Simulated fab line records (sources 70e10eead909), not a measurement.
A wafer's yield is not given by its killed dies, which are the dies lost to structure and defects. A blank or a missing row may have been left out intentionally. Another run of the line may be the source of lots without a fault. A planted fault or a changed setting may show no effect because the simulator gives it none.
Which of the tools did it? | flow nand-harc | Sampling: 12 lots, 36 wafers, 6 of 1159 route steps

WHAT THE GAUGES READ, wafer by wafer
NHARC_THIN_TSV_INSPECT_40.
lot  | measured     | on                | raw-defect-count
L863 | day 19 20:34 | defect-inspect-02 | 404 379 377
L865 | day 20 00:06 | defect-inspect-01 | 457 369 405
L867 | day 20 14:32 | defect-inspect-01 | 474 486 569
L870 | day 20 21:19 | defect-inspect-01 | 369 503 517
L869 | day 20 21:19 | defect-inspect-02 | 369 1595 634
L874 | day 21 21:02 | defect-inspect-01 | 1656 617 832
L878 | day 23 13:29 | defect-inspect-01 | 579 443 575
L879 | day 23 17:37 | defect-inspect-02 | 429 423 471
L881 | day 24 11:05 | defect-inspect-01 | 409 466 602
L886 | day 24 20:02 | defect-inspect-01 | 454 437 436
L884 | day 24 20:02 | defect-inspect-02 | 634 491 501
L885 | day 24 20:02 | defect-inspect-02 | 521 534 516

NHARC_END_SORT_01.
lot  | measured     | on        | defect-limited-yield (%) | killed-at-array | killed-at-other | killed-at-periphery | killed-dies | killed-open | killed-short | sort_bin_2_pct (%) | sort_bin_3_pct (%) | sort_bin_4_pct (%) | sort-n-pass | sort-rim-yield-pct (%) | sort-yield-pct (%)
L867 | day 20 17:36 | prober-01 | 95.1 93.6 95.3           | 26 33 28        | 2 3 1           | 5 7 3               | 33 43 32    | 5 5 4       | 1 1 1        | 1.6 2.5 1.3        | 0 0.30 0.30        | 3.2 3.5 3.1        | 644 634 645 | 99.1 95.3 94.3         | 95.1 93.6 95.3
L870 | day 21 02:13 | prober-01 | 96.0 95.6 96.5           | 25 27 21        | 1 1 0           | 1 2 3               | 27 30 24    | 4 4 7       | 2 4 2        | 1.6 1.6 1.3        | 0.30 0.30 0        | 2.1 2.5 2.2        | 650 647 653 | 91.5 97.2 99.1         | 96.0 95.6 96.5
L869 | day 21 00:21 | prober-02 | 94.8 81.2 95.3           | 32 21 26        | 0 102 0         | 3 4 6               | 35 127 32   | 2 5 4       | 2 2 2        | 2.2 6.6 1.2        | 0.30 5.47 0.44     | 2.7 6.6 3.1        | 642 550 645 | 96.2 98.1 94.3         | 94.8 81.2 95.3
L874 | day 22 02:01 | prober-02 | 78.3 91.0 90.4           | 47 57 60        | 95 0 0          | 5 4 5               | 147 61 65   | 0 1 0       | 0 2 2        | 7.2 4.1 2.8        | 5.76 0.30 0.44     | 8.7 4.6 6.4        | 530 616 612 | 94.3 96.2 92.5         | 78.3 91.0 90.4
L878 | day 23 16:32 | prober-02 | 96.2 93.5 93.5           | 25 41 38        | 1 0 0           | 0 3 6               | 26 44 44    | 3 7 4       | 0 2 3        | 1.5 1.8 3.0        | 0.15 0.15 0        | 2.2 4.6 3.5        | 651 633 633 | 91.5 97.2 88.7         | 96.2 93.5 93.5
L879 | day 24 00:22 | prober-01 | 93.4 94.5 94.4           | 29 23 27        | 0 1 2           | 16 13 9             | 45 37 38    | 4 2 3       | 4 0 2        | 2.5 1.3 2.1        | 0.15 0.30 0.15     | 4.0 3.8 3.4        | 632 640 639 | 93.4 93.4 92.5         | 93.4 94.5 94.4
L881 | day 24 14:10 | prober-01 | 96.9 96.8 95.7           | 16 18 24        | 3 2 2           | 2 2 3               | 21 22 29    | 4 3 4       | 1 4 5        | 0.3 0.7 1.5        | 0 0.15 0.30        | 2.8 2.4 2.5        | 656 655 648 | 99.1 98.1 97.2         | 96.9 96.8 95.7

WHAT TOOL EACH LOT RAN ON (gives the tool, then ch and the chambers of the sampled wafers, and finally the start)
lot  | NHARC_THIN_TSV_ETCH_15           | NHARC_THIN_TSV_STRIP_62              | NHARC_THIN_TSV_ETCH_59            | NHARC_THIN_TSV_STRIP_57
L863 | rie-si-03 ch 1,2, day 19 10:34   | plasma-asher-01 ch 0,1, day 19 12:26 | rie-metal-03 ch 0,1, day 19 16:05 | wet-bench-08 ch 1,3,5, day 19 16:47
L865 | rie-si-01 ch 0,1,2, day 19 12:55 | plasma-asher-01 ch 0,1, day 19 14:57 | rie-metal-02 ch 0,1, day 19 18:44 | wet-bench-10 ch 5,6,7, day 19 19:28
L867 | rie-si-06 ch 0,2,3, day 20 01:10 | plasma-asher-02 ch 0,1, day 20 04:11 | rie-metal-03 ch 0,1, day 20 07:40 | wet-bench-10 ch 2,5,7, day 20 08:23
L870 | rie-si-06 ch 0,1, day 20 10:19   | plasma-asher-01 ch 0, day 20 12:07   | rie-metal-02 ch 0,1, day 20 15:45 | wet-bench-08 ch 1,2,5, day 20 16:25
L869 | rie-si-01 ch 0,1,3, day 20 11:32 | plasma-asher-01 ch 0,1, day 20 13:23 | rie-metal-01 ch 0,1, day 20 17:07 | wet-bench-10 ch 2,3,6, day 20 17:50
L874 | rie-si-06 ch 0,2,3, day 21 10:05 | plasma-asher-02 ch 0,1, day 21 11:52 | rie-metal-02 ch 0,1, day 21 15:29 | wet-bench-10 ch 2,3,6, day 21 16:10
L878 | rie-si-03 ch 0,1,3, day 23 02:27 | plasma-asher-01 ch 0,1, day 23 04:18 | rie-metal-01 ch 0,1, day 23 07:53 | wet-bench-08 ch 3,4,6, day 23 08:37
L879 | rie-si-01 ch 2,3, day 23 04:46   | plasma-asher-02 ch 0,1, day 23 06:34 | rie-metal-01 ch 0,1, day 23 10:44 | wet-bench-08 ch 1,5,6, day 23 12:43
L881 | rie-si-03 ch 0,2,3, day 24 01:25 | plasma-asher-01 ch 0,1, day 24 03:11 | rie-metal-01 ch 0,1, day 24 06:53 | wet-bench-08 ch 2,3,6, day 24 07:35
L886 | rie-si-01 ch 0,3, day 24 08:43   | plasma-asher-02 ch 0,1, day 24 10:31 | rie-metal-01 ch 0,1, day 24 14:07 | wet-bench-08 ch 0,2,3, day 24 15:07
L884 | rie-si-03 ch 1,3, day 24 09:54   | plasma-asher-02 ch 0,1, day 24 11:40 | rie-metal-01 ch 0,1, day 24 15:16 | wet-bench-08 ch 1,2,5, day 24 16:00
L885 | rie-si-06 ch 0,1,2, day 24 11:07 | plasma-asher-02 ch 0, day 24 12:54   | rie-metal-03 ch 0,1, day 24 16:23 | wet-bench-08 ch 0,1,2, day 24 17:07
- NHARC_THIN_TSV_ETCH_15: target depth 3000 nm, bosch target overetch cycles 2, bosch etch step 2.8 s.
- NHARC_THIN_TSV_STRIP_62: strips in N2/H2, time 20 s.
- NHARC_THIN_TSV_ETCH_59: etches the open film in Cl2/BCl3, target depth 880 nm, time 138.1 s.
- NHARC_THIN_TSV_STRIP_57: strips in post etch residue remover, time 1200 s.

WHAT THE TOOLS THEMSELVES READ (means of the sampled wafers that have a number; where no wafer has one, the mark that the record gives instead)
NHARC_THIN_TSV_ETCH_15.
lot  | tool      | drypump-motor-current-A (A)
L863 | rie-si-03 | 5.7
L865 | rie-si-01 | 5.7
L867 | rie-si-06 | 5.8
L870 | rie-si-06 | 6.1
L869 | rie-si-01 | 5.4
L874 | rie-si-06 | 5.7
L878 | rie-si-03 | 5.6
L879 | rie-si-01 | 5.9
L881 | rie-si-03 | 5.7
L886 | rie-si-01 | 5.4
L884 | rie-si-03 | 5.7
L885 | rie-si-06 | 5.7

NHARC_THIN_TSV_STRIP_62.
lot  | tool            | drypump-motor-current-A (A) | heater-power-w (W) | rf-refl-power-W (W)
L863 | plasma-asher-01 | 5.6                         | 324                | 18
L865 | plasma-asher-01 | 5.9                         | 310                | 16
L867 | plasma-asher-02 | 5.7                         | 307                | -
L870 | plasma-asher-01 | 5.2                         | 321                | -
L869 | plasma-asher-01 | 5.6                         | 316                | 18
L874 | plasma-asher-02 | 5.3                         | 304                | 24
L878 | plasma-asher-01 | 5.9                         | 311                | -
L879 | plasma-asher-02 | 5.7                         | 313                | 21
L881 | plasma-asher-01 | 5.9                         | 312                | 16
L886 | plasma-asher-02 | 5.7                         | 311                | -
L884 | plasma-asher-02 | 5.3                         | 304                | 23
L885 | plasma-asher-02 | 4.9                         | 298                | -

NHARC_THIN_TSV_ETCH_59.
lot  | tool         | drypump-motor-current-A (A) | oes-product-au (a.u.) | throttle-valve-pct (%)
L863 | rie-metal-03 | 6.3                         | 1.004                 | 22.268
L865 | rie-metal-02 | 6.6                         | 1.001                 | 22.260
L867 | rie-metal-03 | 6.3                         | 1.005                 | 22.258
L870 | rie-metal-02 | 6.6                         | 0.998                 | 22.269
L869 | rie-metal-01 | 5.6                         | 0.992                 | 22.272
L874 | rie-metal-02 | 6.6                         | 1.005                 | 22.263
L878 | rie-metal-01 | 5.5                         | 1.006                 | 22.265
L879 | rie-metal-01 | 5.5                         | 0.998                 | 22.266
L881 | rie-metal-01 | 5.6                         | 1.007                 | 22.265
L886 | rie-metal-01 | 5.6                         | 1.004                 | 22.271
L884 | rie-metal-01 | 5.6                         | 1.000                 | 22.262
L885 | rie-metal-03 | 6.3                         | 1.003                 | 22.265

THE ANSWER, worked out from the rows above alone
Rule: usual is defined by the lots themselves. Put in order of their means at a reading, lots are off if they are a third of the lots or fewer, leave a main group of 4 or more, and stand apart from it by a gap of 3 or more times the standard deviation of the main group's means; of several such gaps the widest counts. Not used: any main group whose means are identical at the precision the tables above print for the reading. A lot without any number at a reading at which 4 lots or more have one is off too. Any other lot the step has rows for is counted as sound. First the gauges in route order, then the tools' own readings, where a lot's mean is used as printed above. The first step at which some lot is off is used, and at that step the reading that is off furthest; a lot without a number counts as furthest.
Off, at NHARC_THIN_TSV_INSPECT_40 on raw-defect-count: L869, L874. The main group: mean 474, standard deviation 51.
A tool fits if, at a process step before that reading, it ran every lot that is off, and no sound lot after the first of them. The gauges at NHARC_THIN_TSV_INSPECT_40 aren't tried: what is off there is off at NHARC_END_SORT_01 too, on other tools, and a gauge's error can't cause that. One candidate fits, namely wet-bench-10 at NHARC_THIN_TSV_STRIP_57. Its last sound lot is L867 (day 20 08:23), its first lot that is off L869 (day 20 17:50): a fault that began between those two fits.

WHAT HAD BEEN PUT IN BY THE SIMULATOR
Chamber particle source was wet-bench-10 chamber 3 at NHARC_THIN_TSV_STRIP_57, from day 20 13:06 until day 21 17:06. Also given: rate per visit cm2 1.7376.
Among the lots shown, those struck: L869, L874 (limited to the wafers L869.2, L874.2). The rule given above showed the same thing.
